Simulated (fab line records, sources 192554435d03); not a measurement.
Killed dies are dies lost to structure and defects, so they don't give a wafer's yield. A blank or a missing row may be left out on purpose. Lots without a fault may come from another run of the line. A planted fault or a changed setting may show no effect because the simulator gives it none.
fab line records | flow n5_finfet
record lots=12 wafers=36 last_day=18
route steps=1938 shown BEOL_M12@1613 PASSIVATION@1936
lots that met no fault: from a run of the same line without faults
start_h: hours from the record's first day to the start of the lot's first wafer shown | wait_h: hours since the lot's step before | " the same as in the row above | L1.1+2: a row that stands for several wafers | - no value, or no start given | * or withheld: withheld | < > ~ a bound
route shown NAME@n: a module of which the file shows steps, and the number in the route of the first | usual: mean/standard deviation of fault-free wafers | same: alike in all rows | chamber/n: place in a boat | sites: the reading at each site | _std_site: their standard deviation | _edge_site: outer sites' mean less inner sites' | radius_mm: how far each site lies from the wafer's centre | mask NAME#n: copy n | behind: the tool/chamber that last shaped the wafer | hold: why the lot was held/for how many hours/how that ended | device: the transistor (n, p or np) that didn't switch | end of line: the same wafers' tests at the end of the route | a step without rows: its recipe alone | killed: dies lost to structure and defects at the first sort, not the wafer's yield | map: a wafer's dies, x killed, . not, _ none there
set.NAME: the setting as run; set.NAME@STEP: as run at that earlier step | model.NAME: the simulator's own value behind a step, which no gauge read
steps of the route over a sample of lots; a table a step, a row a wafer
## steps
# step N5_BEOL_M12_OVL_MEAS_11
# recipe points_per_wafer=44
# usual V11_OVL=-2/5.2
# columns lot.wafer tool chamber start_h wait_h V11_OVL[nm]
L667.1 overlay-01 0 254.81 0.0 -6
L667.2 " 0 " " -1
L667.5 " 0 " " -3
L668.2 overlay-02 0 259.74 0.0 -7
L668.3 " 0 " " -7
L668.4 " 0 " " -3
L670.1 overlay-02 0 273.85 0.0 -4
L670.2 " 0 " " 2
L670.5 " 0 " " -5
L671.2 overlay-02 0 277.62 0.0 11
L671.4 " 0 " " 2
L671.6 " 0 " " 6
L673.1 overlay-02 0 293.55 0.0 -6
L673.3 " 0 " " -8
L673.6 " 0 " " 1
L672.1 overlay-02 0 294.32 0.0 -6
L672.2 " 0 " " -5
L672.4 " 0 " " -5
L675.1 overlay-01 0 294.77 0.0 -3
L675.3 " 0 " " -6
L675.4 " 0 " " -7
L680.2 overlay-01 0 333.16 0.0 -2
L680.4 " 0 " " -4
L680.5 " 0 " " -7
L682.1 overlay-02 0 349.60 0.0 -3
L682.2 " 0 " " -4
L682.5 " 0 " " -1
L687.2 overlay-02 0 380.38 0.0 -4
L687.3 " 0 " " 1
L687.5 " 0 " " -2
L688.1 overlay-02 0 381.04 0.0 -10
L688.2 " 0 " " 1
L688.4 " 0 " " 0
L689.1 overlay-01 0 401.95 0.0 8
L689.4 " 0 " " 1
L689.6 " 0 " " 1
# step N5_BEOL_M12_STRIP_71
# recipe chemistry=post_etch_residue_remover time_s=60 temp_c=25 remover_ph=withheld remover_water_wt_pct=withheld remover_fluoride_wt_pct=withheld
# columns lot.wafer tool chamber start_h wait_h
L667.1+2+5 wet_bench-02 5,1,0 255.30 0.1
L668.2+3+4 wet_bench-02 5,1,3 260.33 0.1
L670.1+2+5 wet_bench-04 1,5,0 274.35 0.1
L671.2+4+6 wet_bench-02 3,2,1 278.14 0.1
L673.1+3+6 wet_bench-02 1,6,7 294.04 0.1
L672.1+2+4 wet_bench-05 2,5,3 294.81 0.1
L675.1+3+4 wet_bench-04 3,5,0 295.47 0.1
L680.2+4+5 wet_bench-02 1,5,3 333.78 0.1
L682.1+2+5 wet_bench-02 1,3,2 350.23 0.1
L687.2+3+5 wet_bench-05 0,1,6 380.87 0.1
L688.1+2+4 wet_bench-05 0,3,4 381.58 0.1
L689.1+4+6 wet_bench-05 5,0,1 402.61 0.1
# step N5_BEOL_M12_CD_MEAS_17
# recipe target_cd_nm=140 polarity=opening
# usual cd_nm=140.1/1.6
# columns lot.wafer tool chamber start_h wait_h cd_nm
L667.1 cd_sem-03 - 255.36 0.0 139.4
L667.2 " - " " 136.4
L667.5 " - " " 139.8
L668.2 cd_sem-03 - 260.39 0.0 138.9
L668.3 " - " " 139.1
L668.4 " - " " 140.3
L670.1 cd_sem-01 - 274.40 0.0 137.8
L670.2 " - " " 139.9
L670.5 " - " " 140.2
L671.2 cd_sem-02 - 278.20 0.0 140.5
L671.4 " - " " 140.2
L671.6 " - " " 140.2
L673.1 cd_sem-01 - 294.10 0.0 139.5
L673.3 " - " " 139.5
L673.6 " - " " 140.4
L672.1 cd_sem-01 - 294.87 0.0 142.5
L672.2 " - " " 142.3
L672.4 " - " " 141.9
L675.1 cd_sem-03 - 295.54 0.0 139.4
L675.3 " - " " 141.4
L675.4 " - " " 141.2
L680.2 cd_sem-02 - 333.88 0.0 139.2
L680.4 " - " " 137.6
L680.5 " - " " 139.7
L682.1 cd_sem-01 - 350.33 0.0 142.6
L682.2 " - " " 141.4
L682.5 " - " " 140.5
L687.2 cd_sem-01 - 380.93 0.0 139.9
L687.3 " - " " 139.6
L687.5 " - " " 139.9
L688.1 cd_sem-02 - 381.64 0.0 142.5
L688.2 " - " " 144.9
L688.4 " - " " 141.3
L689.1 cd_sem-02 - 402.67 0.0 142.0
L689.4 " - " " 141.0
L689.6 " - " " 141.5
# step N5_BEOL_M12_INSPECT_30
# recipe mode=adi inspect_instrument=macro
# usual raw_defect_count=1.8/1.3
# columns lot.wafer tool chamber start_h wait_h raw_defect_count
L667.1 defect_inspect-02 - 255.74 0.0 1
L667.2 " - " " 1
L667.5 " - " " 1
L668.2 defect_inspect-01 - 260.89 0.0 0
L668.3 " - " " 3
L668.4 " - " " 1
L670.1 defect_inspect-02 - 274.79 0.0 1
L670.2 " - " " 3
L670.5 " - " " 2
L671.2 defect_inspect-02 - 278.71 0.0 1
L671.4 " - " " 2
L671.6 " - " " 3
L673.1 defect_inspect-01 - 294.48 0.0 2
L673.3 " - " " 2
L673.6 " - " " 1
L672.1 defect_inspect-02 - 295.26 0.0 2
L672.2 " - " " 3
L672.4 " - " " 3
L675.1 defect_inspect-01 - 295.92 0.0 1
L675.3 " - " " 2
L675.4 " - " " 2
L680.2 defect_inspect-02 - 334.26 0.0 >300
L680.4 " - " " >300
L680.5 " - " " >300
L682.1 defect_inspect-01 - 350.71 0.0 >300
L682.2 " - " " >300
L682.5 " - " " >300
L687.2 defect_inspect-01 - 381.43 0.0 0
L687.3 " - " " 0
L687.5 " - " " 1
L688.1 defect_inspect-01 - 382.14 0.0 0
L688.2 " - " " 0
L688.4 " - " " 5
L689.1 defect_inspect-01 - 403.05 0.0 0
L689.4 " - " " 2
L689.6 " - " " 4
# step N5_BEOL_M12_OCD_MEAS_35
# usual trench_depth_nm=321/3.8
# columns lot.wafer tool chamber start_h wait_h trench_depth_nm
L667.1 ocd-01 - 256.29 0.0 321
L667.2 " - " " 320
L667.5 " - " " 322
L668.2 ocd-02 - 261.45 0.0 322
L668.3 " - " " 320
L668.4 " - " " 319
L670.1 ocd-01 - 275.35 0.0 323
L670.2 " - " " 323
L670.5 " - " " 311
L671.2 ocd-02 - 279.62 0.0 323
L671.4 " - " " 320
L671.6 " - " " 321
L673.1 ocd-01 - 295.14 0.0 322
L673.3 " - " " 323
L673.6 " - " " 322
L672.1 ocd-01 - 296.59 0.0 318
L672.2 " - " " 318
L672.4 " - " " 323
L675.1 ocd-02 - 296.61 0.0 320
L675.3 " - " " 315
L675.4 " - " " 320
L680.2 ocd-01 - 334.88 0.0 321
L680.4 " - " " 324
L680.5 " - " " 319
L682.1 ocd-01 - 351.26 0.0 320
L682.2 " - " " 319
L682.5 " - " " 319
L687.2 ocd-01 - 382.21 0.0 323
L687.3 " - " " 329
L687.5 " - " " 327
L688.1 ocd-02 - 383.16 0.0 319
L688.2 " - " " 320
L688.4 " - " " 325
L689.1 ocd-01 - 403.60 0.0 320
L689.4 " - " " 326
L689.6 " - " " 320
# step N5_PASSIVATION_PROBE_49
# usual defect_limited_yield=91.1/1.5 killed_at_M0_to_M3=35/9.5 killed_at_M4_up=13/5.2 killed_at_contacts=12/6.1 killed_at_front_end=41/14 killed_at_other=3.8/2.9 killed_dies=105/17 killed_open=70/13 killed_short=33/8.4 sort_bin_5_function=5.1/0.97 sort_bin_6_memory=3.4/0.69 sort_bin_8_speed=0.00/0.007 sort_n_pass=1075/17 sort_yield_pct=91.1/1.5
# same gross_dies=1180 killed_at_back_side=0 sort_bin_4_leakage[%]=0
# columns lot.wafer tool chamber start_h wait_h defect_limited_yield[%] killed_at_M0_to_M3 killed_at_M4_up killed_at_contacts killed_at_front_end killed_at_other killed_dies killed_open killed_short sort_bin_5_function[%] sort_bin_6_memory[%] sort_bin_8_speed[%] sort_n_pass sort_yield_pct[%]
L675.1 prober-01 - 337.05 0.0 91.7 28 10 13 46 1 98 76 21 4.6 3.6 0 1082 91.7
L675.3 prober-01 - 337.15 0.1 93.1 25 10 8 37 2 82 51 29 3.8 3.1 0 1098 93.1
L675.4 prober-01 - 337.20 0.2 92.9 33 9 8 34 0 84 47 35 3.7 2.9 0 1096 92.9
L680.2 prober-01 - 369.49 0.1 86.4 22 80 10 49 0 161 67 28 8.3 3.6 0 1019 86.4
L680.4 prober-01 - 369.59 0.2 87.5 37 67 3 38 2 147 73 29 7.7 3.6 0 1033 87.5
L680.5 prober-01 - 369.64 0.2 83.0 17 126 11 39 8 201 57 31 10.7 4.7 0 979 83.0
L682.1 prober-01 - 384.46 0.0 85.6 43 78 6 40 3 170 60 42 8.9 4.1 0 1010 85.6
L682.2 prober-01 - 384.51 0.1 79.3 44 140 4 48 8 244 88 35 13.4 5.3 0 936 79.3
L682.5 prober-01 - 384.66 0.2 87.4 27 68 10 41 3 149 59 30 7.3 4.1 0 1031 87.4
# killed by level:class
L675.1 STI_FIN_REVEAL:geometric_particle:open=19 BEOL_M3:geometric_particle:open=11 MOL_CONTACT_COAG:geometric_particle:open=11 FIN_SAQP:geometric_particle:open=8 BEOL_M0_SAQP:geometric_particle:open=8 BEOL_M4:geometric_particle:open=6 FIN_SAQP:geometric_particle:short=4 STARTING-WAFER:geometric_particle:short=4
L675.3 STI_FIN_REVEAL:geometric_particle:open=9 FIN_SAQP:geometric_particle:open=8 MOL_CONTACT_COAG:geometric_particle:open=7 BEOL_M0_SAQP:geometric_particle:short=7 BEOL_M3:geometric_particle:open=7 FIN_SAQP:geometric_particle:short=6 BEOL_M0_SAQP:geometric_particle:open=4 GATE_CUT:geometric_particle:short=3
L675.4 BEOL_M3:geometric_particle:open=10 BEOL_M0_SAQP:geometric_particle:short=9 STI_FIN_REVEAL:geometric_particle:open=7 FIN_SAQP:geometric_particle:open=6 FIN_SAQP:geometric_particle:short=5 BEOL_M3:geometric_particle:short=5 STARTING-WAFER:geometric_particle:short=5 MOL_CONTACT_COAG:geometric_particle:short=4
L680.2 BEOL_M12:unspecified=63 FIN_SAQP:geometric_particle:open=22 FIN_SAQP:geometric_particle:short=9 MOL_CONTACT_COAG:geometric_particle:open=9 BEOL_M4:geometric_particle:open=7 BEOL_M6:geometric_particle:open=5 BEOL_M0_SAQP:geometric_particle:short=5 BEOL_M0_SAQP:geometric_particle:open=5
L680.4 BEOL_M12:unspecified=44 BEOL_M4:geometric_particle:open=10 STI_FIN_REVEAL:geometric_particle:open=8 BEOL_M0_SAQP:geometric_particle:open=8 BEOL_M3:geometric_particle:open=8 FIN_SAQP:geometric_particle:open=6 BEOL_M0_SAQP:geometric_particle:short=6 BEOL_M3:geometric_particle:short=6
L680.5 BEOL_M12:unspecified=112 DUMMY_GATE:geometric_particle:open=10 FIN_SAQP:geometric_particle:open=8 MOL_CONTACT_COAG:geometric_particle:open=7 BEOL_M0_SAQP:geometric_particle:short=7 STI_FIN_REVEAL:geometric_particle:open=6 BEOL_M4:geometric_particle:open=5 MOL_CONTACT_COAG:geometric_particle:short=4
L682.1 BEOL_M12:unspecified=66 BEOL_M2:geometric_particle:open=10 FIN_SAQP:geometric_particle:open=8 STI_FIN_REVEAL:geometric_particle:open=8 BEOL_M0_SAQP:geometric_particle:short=8 FIN_SAQP:geometric_particle:short=7 BEOL_M0_SAQP:geometric_particle:open=6 BEOL_M1:geometric_particle:open=6
L682.2 BEOL_M12:unspecified=121 BEOL_M2:geometric_particle:open=19 FIN_SAQP:geometric_particle:open=14 FIN_SAQP:geometric_particle:short=11 STI_FIN_REVEAL:geometric_particle:open=10 BEOL_M5:geometric_particle:open=8 BEOL_M0_SAQP:geometric_particle:short=7 BEOL_M3:geometric_particle:open=6
L682.5 BEOL_M12:unspecified=59 FIN_SAQP:geometric_particle:short=12 FIN_SAQP:geometric_particle:open=9 MOL_CONTACT_COAG:geometric_particle:open=8 STI_FIN_REVEAL:geometric_particle:open=6 BEOL_M0_SAQP:geometric_particle:short=6 BEOL_M1:geometric_particle:open=6 BEOL_M0_SAQP:geometric_particle:open=4
## key
first_sign step=N5_BEOL_M12_INSPECT_30 reading=raw_defect_count direction=up sigmas=99+ usual=1.8 struck=>300
effect step=N5_PASSIVATION_PROBE_49 reading=killed_at_M4_up direction=up sigmas=15 usual=13 struck=93
more_kills_born_at N5_BEOL_M12_STRIP_71@wet_bench-02=465
met_at N5_BEOL_M12_STRIP_71
struck_lots L680,L682
not_acting_at N5_BEOL_M12_OVL_MEAS_11,N5_BEOL_M12_CD_MEAS_17,N5_BEOL_M12_OCD_MEAS_35
onset_between 294.04 333.78
fault kind=chamber_particle_source tool=wet_bench-02 chamber=- onset_h=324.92 steps=N5_BEOL_M12_STRIP_71 rate_per_visit_cm2=0.63812 end_h=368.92
